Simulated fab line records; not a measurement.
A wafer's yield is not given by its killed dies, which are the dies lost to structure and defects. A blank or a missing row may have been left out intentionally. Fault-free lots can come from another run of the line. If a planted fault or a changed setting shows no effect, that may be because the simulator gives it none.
Chamber matching :: flow nandHarc :: NHARC_A_CHANNEL_FILL_D2_CMP_10 on cmp-01 has 4 sister chambers
The step polishes, target thk 150 nm. 18 wafers are shown with their chamber, then 9 later ones without.

## WAFERS, EACH WITH ITS CHAMBER
wafer: L074.2
chamber: 2
motorCurrentA (A): 12.5
timeToEndpointS (s): 16.7

wafer: L074.4
chamber: 3
motorCurrentA (A): 13.0
timeToEndpointS (s): 18.7

wafer: L074.6
chamber: 0
motorCurrentA (A): 11.7
timeToEndpointS (s): 13.4

wafer: L076.1
chamber: 0
motorCurrentA (A): 12.5
timeToEndpointS (s): 17.2

wafer: L076.2
chamber: 2
motorCurrentA (A): 12.5
timeToEndpointS (s): 20.0

wafer: L076.3
chamber: 3
motorCurrentA (A): 12.5
timeToEndpointS (s): 19.8

wafer: L080.1
chamber: 2
motorCurrentA (A): 12.2
timeToEndpointS (s): 14.3

wafer: L080.2
chamber: 1
motorCurrentA (A): 11.7
timeToEndpointS (s): 12.4

wafer: L080.4
chamber: 3
motorCurrentA (A): 12.1
timeToEndpointS (s): 13.5

wafer: L082.1
chamber: 2
motorCurrentA (A): 12.1
timeToEndpointS (s): 15.2

wafer: L082.4
chamber: 1
motorCurrentA (A): 11.0
timeToEndpointS (s): 14.5

wafer: L082.5
chamber: 1
motorCurrentA (A): 11.3
timeToEndpointS (s): 16.9

wafer: L084.1
chamber: 1
motorCurrentA (A): 11.8
timeToEndpointS (s): 15.7

wafer: L084.2
chamber: 2
motorCurrentA (A): 12.5
timeToEndpointS (s): 17.4

wafer: L084.6
chamber: 2
motorCurrentA (A): 11.9
timeToEndpointS (s): 18.1

wafer: L083.2
chamber: 2
motorCurrentA (A): 12.6
timeToEndpointS (s): 14.0

wafer: L083.3
chamber: 3
motorCurrentA (A): 12.2
timeToEndpointS (s): 15.5

wafer: L083.4
chamber: 1
motorCurrentA (A): 11.0
timeToEndpointS (s): 15.0

SIGNATURES (means of the wafers above)
reading: motorCurrentA
chamber 0: 12.100
chamber 1: 11.360
chamber 2: 12.329
chamber 3: 12.450
scatter within a chamber: 0.358

reading: timeToEndpointS
chamber 0: 15.300
chamber 1: 14.900
chamber 2: 16.529
chamber 3: 16.875
scatter within a chamber: 2.27
Rule: for each reading, subtract the chamber's mean from the wafer's reading, divide by that reading's scatter and square the result; add these up over the readings and take the root, which gives the wafer's distance from the chamber. The wafer belongs to the nearest chamber; if the next one is less than 2 further off, it can't be placed. The scatter: take each reading less its chamber's mean, square it, sum over the shown wafers, divide by the number of wafers less the number of chambers, and take the root.

## WAFERS WITHOUT THEIR CHAMBER
wafer: L086.2
motorCurrentA (A): 11.9
timeToEndpointS (s): 13.8

wafer: L086.4
motorCurrentA (A): 12.1
timeToEndpointS (s): 14.3

wafer: L086.6
motorCurrentA (A): 12.4
timeToEndpointS (s): 16.1

wafer: L088.4
motorCurrentA (A): 11.8
timeToEndpointS (s): 14.0

wafer: L088.5
motorCurrentA (A): 11.0
timeToEndpointS (s): 14.0

wafer: L088.6
motorCurrentA (A): 12.5
timeToEndpointS (s): 13.5

wafer: L091.1
motorCurrentA (A): 12.2
timeToEndpointS (s): 16.8

wafer: L091.4
motorCurrentA (A): 11.2
timeToEndpointS (s): 13.8

wafer: L091.5
motorCurrentA (A): 12.4
timeToEndpointS (s): 16.2

## WHICH CHAMBER EACH ONE RAN IN
wafer: L086.2
from the rows above: can't be placed: 0 or 1 or 2 or 3
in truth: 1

wafer: L086.4
from the rows above: can't be placed: 0 or 2 or 3 or 1
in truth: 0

wafer: L086.6
from the rows above: can't be placed: 2 or 3 or 0
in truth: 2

wafer: L088.4
from the rows above: can't be placed: 0 or 1 or 2 or 3
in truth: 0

wafer: L088.5
from the rows above: 1
in truth: 1

wafer: L088.6
from the rows above: can't be placed: 0 or 2 or 3 or 1
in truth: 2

wafer: L091.1
from the rows above: can't be placed: 2 or 3 or 0
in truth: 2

wafer: L091.4
from the rows above: can't be placed: 1 or 0
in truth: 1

wafer: L091.5
from the rows above: can't be placed: 2 or 3 or 0
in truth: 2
Placed correctly: 1 of 9. Can't be placed from these rows: 8 (the true chamber is among the candidates in 8). Wrongly placed: 0.
